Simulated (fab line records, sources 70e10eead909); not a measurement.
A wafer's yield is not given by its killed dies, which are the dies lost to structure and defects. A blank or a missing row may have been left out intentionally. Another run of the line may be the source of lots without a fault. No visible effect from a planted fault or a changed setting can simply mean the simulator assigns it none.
Which tool is to blame? | flow nand-harc | 11 lots, 33 wafers sampled, at 2 steps of a route of 1159

WHAT EACH GAUGE READ, for each wafer
NHARC_P_ZERO_WELL_CD_MEAS_11: target cd 500 nm.
lot  | measured    | on        | cd-nm (nm)
L891 | day 1 19:26 | cd-sem-01 | 504.2 502.2 501.4
L892 | day 2 01:14 | cd-sem-03 | 499.9 501.4 502.0
L893 | day 2 07:14 | cd-sem-01 | 501.9 499.6 503.5
L894 | day 2 13:14 | cd-sem-02 | 500.5 502.4 504.7
L896 | day 3 01:14 | cd-sem-03 | 503.0 502.9 502.4
L902 | day 4 13:22 | cd-sem-01 | 490.8 489.7 489.5
L904 | day 5 01:10 | cd-sem-02 | 492.1 490.7 492.2
L907 | day 5 19:51 | cd-sem-02 | 502.3 501.3 502.3
L908 | day 6 01:07 | cd-sem-01 | 500.1 499.7 503.0
L912 | day 7 01:14 | cd-sem-02 | 504.1 500.7 501.9
L913 | day 7 07:15 | cd-sem-01 | 503.5 505.4 502.9

WHICH TOOL RAN EACH LOT (tool, then ch and the chambers of the sampled wafers, then the start)
lot  | NHARC_P_ZERO_WELL_SOFTBAKE_06
L891 | litho-track-02 ch 0, day 1 19:00
L892 | litho-track-07 ch 0, day 2 00:00
L893 | litho-track-02 ch 0, day 2 06:00
L894 | litho-track-02 ch 0, day 2 12:00
L896 | litho-track-02 ch 0, day 3 00:00
L902 | litho-track-03 ch 0, day 4 12:00
L904 | litho-track-03 ch 0, day 5 00:00
L907 | litho-track-02 ch 0, day 5 19:00
L908 | litho-track-07 ch 0, day 6 00:00
L912 | litho-track-07 ch 0, day 7 00:00
L913 | litho-track-07 ch 0, day 7 06:00
- NHARC_P_ZERO_WELL_SOFTBAKE_06: time 70 s.

AS READ BY THE TOOLS THEMSELVES (means over the sampled wafers that have a number; for cases with no such wafer, the mark the record gives instead)
NHARC_P_ZERO_WELL_SOFTBAKE_06.
lot  | tool           | exhaust-pa (Pa) | heater-power-total-W (W)
L891 | litho-track-02 | 45.6            | 201.5
L892 | litho-track-07 | 46.1            | 199.3
L893 | litho-track-02 | 47.1            | 200.9
L894 | litho-track-02 | 46.7            | 201.4
L896 | litho-track-02 | 46.2            | 201.1
L902 | litho-track-03 | 45.3            | 187.7
L904 | litho-track-03 | 44.1            | 187.6
L907 | litho-track-02 | 44.5            | 200.5
L908 | litho-track-07 | 45.0            | 200.3
L912 | litho-track-07 | 44.9            | 201.2
L913 | litho-track-07 | 45.8            | 201.7

THE ANSWER, worked out from the rows above alone
Rule: usual is defined by the lots themselves. The widest of any qualifying gaps counts: lots, ordered by their means at a reading, are off when they make up no more than a third of the lots, leave a main group of 4 or more, and stand apart from it by 3 or more times the standard deviation of that group's means. A main group is skipped when, at the precision printed for the reading in the tables above, its means are all equal. A lot without any number at a reading at which 4 lots or more have one is off too. The other lots that the step has rows for count as sound. Order of review: gauges by route order, followed by the tools' own readings, for which a lot's mean as printed above is used. At the first step where some lot is off, the reading lying furthest off is the one used; lots without a number count as furthest.
Off, at NHARC_P_ZERO_WELL_CD_MEAS_11 on cd-nm: L902, L904. The main group: mean 502.2 nm, standard deviation 0.87.
A tool fits if, at a process step before that reading, it ran every lot that is off, and no sound lot after the first of them. The gauges at NHARC_P_ZERO_WELL_CD_MEAS_11 aren't tried: what is off there is off at NHARC_P_ZERO_WELL_SOFTBAKE_06 too, on other tools, and a gauge's error can't cause that. One candidate fits, namely litho-track-03 at NHARC_P_ZERO_WELL_SOFTBAKE_06. It ran no sound lot before its first lot that is off in this sample, so the start can't be narrowed down.
On the lots that are off, the tool's own readings at NHARC_P_ZERO_WELL_SOFTBAKE_06 differ by more than 5 times the standard deviation of the sound lots' means, which bears it out; heater-power-total-W reads 187.6 W there versus 200.9 W on the sound lots.

WHAT HAD BEEN PUT IN BY THE SIMULATOR
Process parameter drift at NHARC_P_ZERO_WELL_SOFTBAKE_06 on litho-track-03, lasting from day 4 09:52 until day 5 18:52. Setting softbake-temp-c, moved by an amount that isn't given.
Shown lots that were struck: L902, L904. The rule above reached the same finding.
